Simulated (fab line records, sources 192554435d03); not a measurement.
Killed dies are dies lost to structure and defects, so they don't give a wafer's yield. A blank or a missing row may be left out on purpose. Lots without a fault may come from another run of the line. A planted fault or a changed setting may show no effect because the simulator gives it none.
Which tool did it? | flow n5_finfet | 22 lots, 66 wafers sampled, at 6 steps of a route of 1938

WHAT THE GAUGES READ, wafer by wafer
The record holds no reading of a measuring or inspecting step that can be judged against a usual standard deviation.

WHICH TOOL RAN EACH LOT (tool, then ch and the chambers of the sampled wafers, then the start)
lot  | N5_BEOL_M2_ETCH_63                 | N5_BEOL_M2_DESCUM_33               | N5_BEOL_M2_STRIP_36                | N5_BEOL_M2_SURFACE_TREAT_85  | N5_BEOL_M2_ANNEAL_82         | N5_BEOL_M2_ANNEAL_95
L074 | rie_diel-03 ch 0,3, day 6 09:46    | rie_diel-04 ch 0,1,3, day 6 10:55  | rie_diel-04 ch 0,1,3, day 6 11:23  | pvd_sputter-01, day 6 12:05  | pvd_sputter-01, day 6 13:02  | pvd_sputter-01, day 6 14:08
L075 | rie_diel-05 ch 1,3, day 6 16:13    | rie_diel-04 ch 0,2,3, day 6 17:09  | rie_diel-03 ch 2,3, day 6 23:19    | pvd_sputter-03, day 7 00:13  | pvd_sputter-01, day 7 00:57  | pvd_sputter-01, day 7 02:03
L076 | rie_diel-03 ch 2,3, day 7 03:26    | rie_diel-05 ch 0,1,3, day 7 04:40  | rie_diel-03 ch 0,1,3, day 7 05:08  | pvd_sputter-03, day 7 06:40  | pvd_sputter-03, day 7 07:28  | pvd_sputter-03, day 7 08:34
L077 | rie_diel-05 ch 0,1,3, day 7 04:58  | rie_diel-04 ch 0,1, day 7 05:55    | rie_diel-05 ch 1,3, day 7 06:58    | pvd_sputter-01, day 7 08:03  | pvd_sputter-01, day 7 08:47  | pvd_sputter-01, day 7 09:53
L078 | rie_diel-05 ch 2,3, day 7 13:01    | rie_diel-05 ch 1,3, day 7 14:02    | rie_diel-03 ch 0,1,2, day 7 23:28  | pvd_sputter-01, day 8 00:22  | pvd_sputter-03, day 8 01:07  | pvd_sputter-03, day 8 02:13
L079 | rie_diel-04 ch 1,2,3, day 7 16:58  | rie_diel-04 ch 1,2,3, day 7 17:55  | rie_diel-03 ch 2,3, day 8 00:42    | pvd_sputter-03, day 8 02:31  | pvd_sputter-03, day 8 03:19  | pvd_sputter-03, day 8 04:25
L080 | rie_diel-04 ch 1,3, day 7 21:49    | rie_diel-03 ch 0,1,2, day 7 22:47  | rie_diel-03 ch 0,2,3, day 8 02:59  | pvd_sputter-02, day 8 04:14  | pvd_sputter-03, day 8 05:14  | pvd_sputter-03, day 8 06:20
L083 | rie_diel-03 ch 0,2,3, day 9 04:58  | rie_diel-05 ch 1,2,3, day 9 05:56  | rie_diel-05 ch 2,3, day 9 07:14    | pvd_sputter-03, day 9 08:45  | pvd_sputter-02, day 9 09:40  | pvd_sputter-02, day 9 10:46
L084 | rie_diel-05 ch 1,2,3, day 9 08:15  | rie_diel-04 ch 0,2,3, day 9 09:07  | rie_diel-04 ch 0,2,3, day 9 10:58  | pvd_sputter-02, day 9 12:04  | pvd_sputter-02, day 9 12:49  | pvd_sputter-02, day 9 13:55
L085 | rie_diel-05 ch 1,3, day 9 09:01    | rie_diel-03 ch 0,3, day 9 09:58    | rie_diel-05 ch 0,1, day 9 11:30    | pvd_sputter-01, day 9 12:53  | pvd_sputter-01, day 9 13:40  | pvd_sputter-01, day 9 14:46
L086 | rie_diel-03 ch 1,2,3, day 9 11:49  | rie_diel-03 ch 1,3, day 9 12:43    | rie_diel-03 ch 1,2, day 9 19:26    | pvd_sputter-02, day 9 20:21  | pvd_sputter-02, day 9 21:16  | pvd_sputter-02, day 9 22:22
L087 | rie_diel-04 ch 0,2,3, day 9 12:13  | rie_diel-03 ch 1,2,3, day 9 13:02  | rie_diel-04 ch 0,2,3, day 9 19:28  | pvd_sputter-02, day 9 20:34  | pvd_sputter-01, day 9 21:31  | pvd_sputter-01, day 9 22:37
L088 | rie_diel-04 ch 1,2, day 10 04:05   | rie_diel-04 ch 1,2,3, day 10 04:55 | rie_diel-05 ch 2,3, day 10 05:25   | pvd_sputter-03, day 10 06:08 | pvd_sputter-03, day 10 07:01 | pvd_sputter-03, day 10 08:07
L089 | rie_diel-03 ch 1,2, day 10 09:12   | rie_diel-03 ch 0,2,3, day 10 10:09 | rie_diel-03 ch 0,1,3, day 10 10:37 | pvd_sputter-02, day 10 11:41 | pvd_sputter-02, day 10 12:38 | pvd_sputter-02, day 10 13:44
L090 | rie_diel-05 ch 1,3, day 10 16:19   | rie_diel-03 ch 2,3, day 10 17:13   | rie_diel-05 ch 1,3, day 11 01:00   | pvd_sputter-02, day 11 02:25 | pvd_sputter-03, day 11 03:13 | pvd_sputter-03, day 11 04:19
L091 | rie_diel-05 ch 0,2,3, day 10 20:04 | rie_diel-03 ch 1,2, day 10 21:02   | rie_diel-04 ch 1,2, day 11 08:14   | pvd_sputter-03, day 11 09:13 | pvd_sputter-02, day 11 09:57 | pvd_sputter-02, day 11 11:03
L092 | rie_diel-04 ch 1,2,3, day 11 12:32 | rie_diel-03 ch 1,2,3, day 11 13:29 | rie_diel-05 ch 0,2,3, day 11 14:01 | pvd_sputter-02, day 11 14:53 | pvd_sputter-03, day 11 15:43 | pvd_sputter-03, day 11 16:49
L093 | rie_diel-05 ch 0,1,2, day 11 14:14 | rie_diel-04 ch 1,2, day 11 15:04   | rie_diel-03 ch 0,3, day 11 16:55   | pvd_sputter-01, day 11 17:52 | pvd_sputter-03, day 11 18:41 | pvd_sputter-03, day 11 19:47
L094 | rie_diel-05 ch 0,1, day 11 15:11   | rie_diel-03 ch 0,1,3, day 11 16:09 | rie_diel-03 ch 0,1, day 11 19:53   | pvd_sputter-02, day 11 20:46 | pvd_sputter-01, day 11 21:31 | pvd_sputter-01, day 11 22:37
L095 | rie_diel-05 ch 1,2, day 11 18:40   | rie_diel-05 ch 2,3, day 11 19:50   | rie_diel-03 ch 0,2,3, day 11 21:31 | pvd_sputter-01, day 11 23:14 | pvd_sputter-03, day 12 00:01 | pvd_sputter-03, day 12 01:07
L097 | rie_diel-04 ch 1,2,3, day 12 05:50 | rie_diel-05 ch 0,2,3, day 12 06:40 | rie_diel-03 ch 1,2,3, day 12 07:55 | pvd_sputter-01, day 12 08:56 | pvd_sputter-03, day 12 10:29 | pvd_sputter-03, day 12 11:35
L096 | rie_diel-03 ch 0,1,2, day 12 14:25 | rie_diel-04 ch 1,3, day 12 15:22   | rie_diel-03 ch 0,1, day 12 18:12   | pvd_sputter-02, day 12 19:04 | pvd_sputter-02, day 12 20:05 | pvd_sputter-02, day 12 21:11
- N5_BEOL_M2_ETCH_63: etches SiARC in CF4, target depth 15.6 nm, time 26 s.
- N5_BEOL_M2_DESCUM_33: chemistry O2, time 7 s.
- N5_BEOL_M2_STRIP_36: strips in N2/H2.
- N5_BEOL_M2_SURFACE_TREAT_85
- N5_BEOL_M2_ANNEAL_82: time 240 s.
- N5_BEOL_M2_ANNEAL_95: time 240 s.

WHAT THE TOOLS THEMSELVES READ (means of the sampled wafers that have a number; where no wafer has one, the mark that the record gives instead)
N5_BEOL_M2_ETCH_63. Usual: drypump_motor_current_A 5.8 A, standard deviation 0.34; etch_rf_on_time_s 25.8 s, standard deviation 0.41; mfc_ar_sccm 100.05 sccm, standard deviation 0.28; oes_product_au 0.67 a.u., standard deviation 0.066; rf_vpp_V 184.3 V, standard deviation 1.1; showerhead_plenum_p_Torr 2.17 Torr, standard deviation 0.062; throttle_valve_pct 15.64 %, standard deviation 0.27.
lot  | tool        | drypump_motor_current_A (A) | etch_rf_on_time_s (s) | mfc_ar_sccm (sccm) | oes_product_au (a.u.) | rf_vpp_V (V) | showerhead_plenum_p_Torr (Torr) | throttle_valve_pct (%) | flag
L074 | rie_diel-03 | 5.6                         | 26.5                  | 100.54             | 0.62                  | 184.2        | 2.16                            | 15.89                  |
L075 | rie_diel-05 | 5.6                         | 25.8                  | 99.90              | 0.66                  | 184.6        | 2.18                            | 15.60                  |
L076 | rie_diel-03 | 5.6                         | 26.0                  | 100.07             | 0.67                  | 184.9        | 2.17                            | 15.69                  |
L077 | rie_diel-05 | 5.6                         | 25.8                  | 100.10             | 0.70                  | 184.5        | 2.19                            | 15.47                  |
L078 | rie_diel-05 | 5.7                         | 25.6                  | 99.98              | 0.73                  | 183.6        | 2.12                            | 15.45                  |
L079 | rie_diel-04 | 6.3                         | 26.2                  | 100.13             | 0.62                  | 183.5        | 2.16                            | 15.95                  |
L080 | rie_diel-04 | 6.4                         | 25.7                  | 100.20             | 0.61                  | 184.8        | 2.18                            | 15.96                  |
L083 | rie_diel-03 | 5.7                         | 26.1                  | 100.16             | 0.64                  | 184.8        | 2.19                            | 15.71                  |
L084 | rie_diel-05 | 5.6                         | 25.8                  | 100.04             | 0.67                  | 184.2        | 2.16                            | 15.57                  |
L085 | rie_diel-05 | 5.6                         | 26.0                  | 99.74              | 0.64                  | 183.5        | 2.17                            | 15.65                  |
L086 | rie_diel-03 | 5.5                         | 25.5                  | 100.16             | 0.67                  | 184.1        | 2.15                            | 15.50                  |
L087 | rie_diel-04 | 6.2                         | 25.7                  | 99.99              | 0.63                  | 184.5        | 2.15                            | 15.89                  |
L088 | rie_diel-04 | 6.2                         | 26.0                  | 99.93              | 0.70                  | 183.9        | 2.15                            | 15.84                  |
L089 | rie_diel-03 | 5.7                         | 26.0                  | 99.95              | 0.69                  | 183.2        | 2.18                            | 15.29                  |
L090 | rie_diel-05 | 5.7                         | 25.6                  | 99.95              | 0.67                  | 184.2        | 2.12                            | 15.59                  |
L091 | rie_diel-05 | 5.7                         | 25.3                  | 100.24             | 0.71                  | 185.2        | 2.17                            | 15.45                  |
L092 | rie_diel-04 | 6.3                         | 26.0                  | 100.20             | 0.68                  | 182.9        | 2.15                            | 15.85                  |
L093 | rie_diel-05 | 5.6                         | 25.4                  | 99.97              | 0.67                  | 184.9        | 2.21                            | 15.53                  |
L094 | rie_diel-05 | 5.6                         | 25.6                  | 100.10             | 0.67                  | 185.3        | 2.24                            | 15.48                  |
L095 | rie_diel-05 | 5.5                         | 25.9                  | 100.09             | 0.66                  | 183.1        | 2.17                            | 15.62                  |
L097 | rie_diel-04 | 6.2                         | 26.2                  | 100.05             | 0.67                  | 184.1        | 2.14                            | 15.87                  |
L096 | rie_diel-03 | 5.6                         | 25.7                  | 99.88              | 0.72                  | 183.8        | 2.16                            | 15.37                  |

N5_BEOL_M2_DESCUM_33. Usual: bias_power_w 20.00 W, standard deviation 0.06; drypump_motor_current_A 5.8 A, standard deviation 0.34; o2_flow_sccm 225.1 sccm, standard deviation 0.66; oes_product_au 0.77 a.u., standard deviation 0.083; rf_vpp_V 243.5 V, standard deviation 1.3; showerhead_plenum_p_Torr 2.12 Torr, standard deviation 0.065; throttle_valve_pct 20.49 %, standard deviation 0.26.
lot  | tool        | bias_power_w (W) | drypump_motor_current_A (A) | o2_flow_sccm (sccm) | oes_product_au (a.u.) | rf_vpp_V (V) | showerhead_plenum_p_Torr (Torr) | throttle_valve_pct (%) | flag
L074 | rie_diel-04 | 20.01            | 6.3                         | 225.2               | 0.72                  | 244.1        | 2.14                            | 20.63                  |
L075 | rie_diel-04 | 19.99            | 6.2                         | 225.2               | 0.75                  | 244.0        | 2.11                            | 20.65                  |
L076 | rie_diel-05 | 19.97            | 5.6                         | 225.4               | 0.82                  | 243.8        | 2.15                            | 20.31                  |
L077 | rie_diel-04 | 20.02            | 6.3                         | 225.2               | 0.71                  | 244.1        | 2.16                            | 20.62                  |
L078 | rie_diel-05 | 20.02            | 5.7                         | 225.2               | 0.81                  | 242.8        | 2.09                            | 20.40                  |
L079 | rie_diel-04 | 19.97            | 6.3                         | 225.1               | 0.73                  | 242.7        | 2.10                            | 20.70                  |
L080 | rie_diel-03 | 20.00            | 5.6                         | 224.7               | 0.77                  | 243.8        | 2.13                            | 20.29                  |
L083 | rie_diel-05 | 20.01            | 5.6                         | 225.0               | 0.79                  | 244.2        | 2.11                            | 20.41                  |
L084 | rie_diel-04 | 20.01            | 6.2                         | 224.6               | 0.73                  | 243.0        | 2.10                            | 20.67                  |
L085 | rie_diel-03 | 19.98            | 5.6                         | 225.3               | 0.68                  | 243.7        | 2.13                            | 20.75                  |
L086 | rie_diel-03 | 20.02            | 5.5                         | 224.6               | 0.72                  | 242.7        | 2.06                            | 20.54                  |
L087 | rie_diel-03 | 20.02            | 5.6                         | 225.3               | 0.78                  | 243.5        | 2.10                            | 20.33                  |
L088 | rie_diel-04 | 19.99            | 6.2                         | 224.9               | 0.83                  | 244.1        | 2.10                            | 20.62                  |
L089 | rie_diel-03 | 19.96            | 5.7                         | 225.1               | 0.76                  | 244.0        | 2.15                            | 20.58                  |
L090 | rie_diel-03 | 19.97            | 5.6                         | 224.8               | 0.76                  | 243.6        | 2.13                            | 20.62                  |
L091 | rie_diel-03 | 19.92            | 5.5                         | 225.0               | 0.77                  | 243.1        | 2.06                            | 20.09                  |
L092 | rie_diel-03 | 19.99            | 5.6                         | 225.2               | 0.76                  | 243.7        | 2.09                            | 20.36                  |
L093 | rie_diel-04 | 20.05            | 6.2                         | 225.3               | 0.80                  | 243.3        | 2.09                            | 20.66                  |
L094 | rie_diel-03 | 20.04            | 5.5                         | 225.4               | 0.81                  | 242.4        | 2.07                            | 20.43                  |
L095 | rie_diel-05 | 19.99            | 5.6                         | 224.4               | 0.82                  | 242.6        | 2.09                            | 20.39                  |
L097 | rie_diel-05 | 20.00            | 5.6                         | 225.1               | 0.81                  | 243.9        | 2.12                            | 20.32                  |
L096 | rie_diel-04 | 20.09            | 6.3                         | 226.0               | 0.79                  | 243.5        | 2.09                            | 20.62                  |

N5_BEOL_M2_STRIP_36. Usual: bias_power_w 7.001 W, standard deviation 0.019; drypump_motor_current_A 5.72 A, standard deviation 0.27; oes_product_au 0.78 a.u., standard deviation 0.088; rf_vpp_V 59.2 V, standard deviation 1.4; showerhead_plenum_p_Torr 2.57 Torr, standard deviation 0.086; throttle_valve_pct 23.6 %, standard deviation 0.32.
lot  | tool        | bias_power_w (W) | drypump_motor_current_A (A) | oes_product_au (a.u.) | rf_vpp_V (V) | showerhead_plenum_p_Torr (Torr) | throttle_valve_pct (%) | flag
L074 | rie_diel-04 | 6.996            | 6.35                        | 0.72                  | 58.7         | 2.59                            | 23.7                   |
L075 | rie_diel-03 | 7.003            | 5.62                        | 0.80                  | 58.9         | 2.58                            | 23.7                   |
L076 | rie_diel-03 | 6.994            | 5.54                        | 0.72                  | 59.1         | 2.52                            | 23.7                   |
L077 | rie_diel-05 | 6.998            | 5.73                        | 0.80                  | 59.7         | 2.52                            | 23.5                   |
L078 | rie_diel-03 | 7.029            | 5.65                        | 0.77                  | 58.8         | 2.58                            | 23.5                   |
L079 | rie_diel-03 | 6.979            | 5.61                        | 0.79                  | 58.6         | 2.58                            | 23.7                   |
L080 | rie_diel-03 | 6.979            | 5.66                        | 0.76                  | 59.2         | 2.61                            | 23.7                   |
L083 | rie_diel-05 | 6.983            | 5.63                        | 0.85                  | 58.2         | 2.53                            | 23.5                   |
L084 | rie_diel-04 | 6.997            | 6.18                        | 0.73                  | 59.0         | 2.56                            | 24.0                   |
L085 | rie_diel-05 | 6.992            | 5.57                        | 0.74                  | 59.6         | 2.65                            | 23.6                   |
L086 | rie_diel-03 | 7.027            | 5.66                        | 0.83                  | 58.8         | 2.59                            | 23.2                   |
L087 | rie_diel-04 | 7.009            | 6.23                        | 0.73                  | 59.5         | 2.56                            | 24.0                   |
L088 | rie_diel-05 | 6.989            | 5.61                        | 0.83                  | 58.9         | 2.52                            | 23.5                   |
L089 | rie_diel-03 | 7.002            | 5.55                        | 0.70                  | 59.2         | 2.51                            | 23.7                   |
L090 | rie_diel-05 | 7.010            | 5.72                        | 0.77                  | 59.3         | 2.51                            | 23.5                   |
L091 | rie_diel-04 | 6.991            | 6.33                        | 0.87                  | 60.4         | 2.58                            | 23.8                   |
L092 | rie_diel-05 | 7.019            | 5.65                        | 0.82                  | 58.4         | 2.56                            | 23.4                   |
L093 | rie_diel-03 | 6.999            | 5.56                        | 0.80                  | 60.1         | 2.54                            | 23.8                   |
L094 | rie_diel-03 | 7.016            | 5.47                        | 0.81                  | 57.5         | 2.48                            | 23.4                   |
L095 | rie_diel-03 | 7.008            | 5.67                        | 0.85                  | 59.6         | 2.59                            | 23.6                   |
L097 | rie_diel-03 | 6.993            | 5.57                        | 0.75                  | 58.3         | 2.53                            | 23.5                   |
L096 | rie_diel-03 | 6.993            | 5.53                        | 0.79                  | 59.5         | 2.47                            | 23.4                   |

N5_BEOL_M2_ANNEAL_82. Usual: heater_power_w 871 W, standard deviation 67.
lot  | tool           | heater_power_w (W) | flag
L074 | pvd_sputter-01 | 873                |
L075 | pvd_sputter-01 | 853                |
L076 | pvd_sputter-03 | 826                |
L077 | pvd_sputter-01 | 850                |
L078 | pvd_sputter-03 | 855                |
L079 | pvd_sputter-03 | 807                |
L080 | pvd_sputter-03 | 876                |
L083 | pvd_sputter-02 | 892                |
L084 | pvd_sputter-02 | 845                |
L085 | pvd_sputter-01 | 862                |
L086 | pvd_sputter-02 | 861                |
L087 | pvd_sputter-01 | 852                |
L088 | pvd_sputter-03 | 837                |
L089 | pvd_sputter-02 | 829                |
L090 | pvd_sputter-03 | 850                |
L091 | pvd_sputter-02 | 942                |
L092 | pvd_sputter-03 | 843                |
L093 | pvd_sputter-03 | 853                |
L094 | pvd_sputter-01 | 861                |
L095 | pvd_sputter-03 | 842                |
L097 | pvd_sputter-03 | 810                |
L096 | pvd_sputter-02 | 912                |

N5_BEOL_M2_ANNEAL_95. Usual: heater_power_w 870 W, standard deviation 69.
lot  | tool           | heater_power_w (W) | flag
L074 | pvd_sputter-01 | 858                |
L075 | pvd_sputter-01 | 859                |
L076 | pvd_sputter-03 | 829                |
L077 | pvd_sputter-01 | 864                |
L078 | pvd_sputter-03 | 856                |
L079 | pvd_sputter-03 | 819                |
L080 | pvd_sputter-03 | 873                |
L083 | pvd_sputter-02 | 904                |
L084 | pvd_sputter-02 | 846                |
L085 | pvd_sputter-01 | 854                |
L086 | pvd_sputter-02 | 854                |
L087 | pvd_sputter-01 | 856                |
L088 | pvd_sputter-03 | 817                |
L089 | pvd_sputter-02 | 829                |
L090 | pvd_sputter-03 | 858                |
L091 | pvd_sputter-02 | 936                |
L092 | pvd_sputter-03 | 864                |
L093 | pvd_sputter-03 | 846                |
L094 | pvd_sputter-01 | 841                |
L095 | pvd_sputter-03 | 851                |
L097 | pvd_sputter-03 | 810                |
L096 | pvd_sputter-02 | 907                |

THE ANSWER, worked out from the rows above alone
Rule: a lot is off if the mean of its wafers that have a number lies more than 3 standard deviations from the usual mean. A lot without any number at a reading at which 4 lots or more have one is off too. The other lots that the step has rows for count as sound. The gauges are gone through in route order, then the tools' own readings, and for those a lot's mean is taken as printed above. The first step at which some lot is off is used, and at that step the reading that is off furthest; a lot without a number counts as furthest.
No lot is off at any reading shown: from this, nothing can be told.

WHAT THE SIMULATOR HAD PUT IN
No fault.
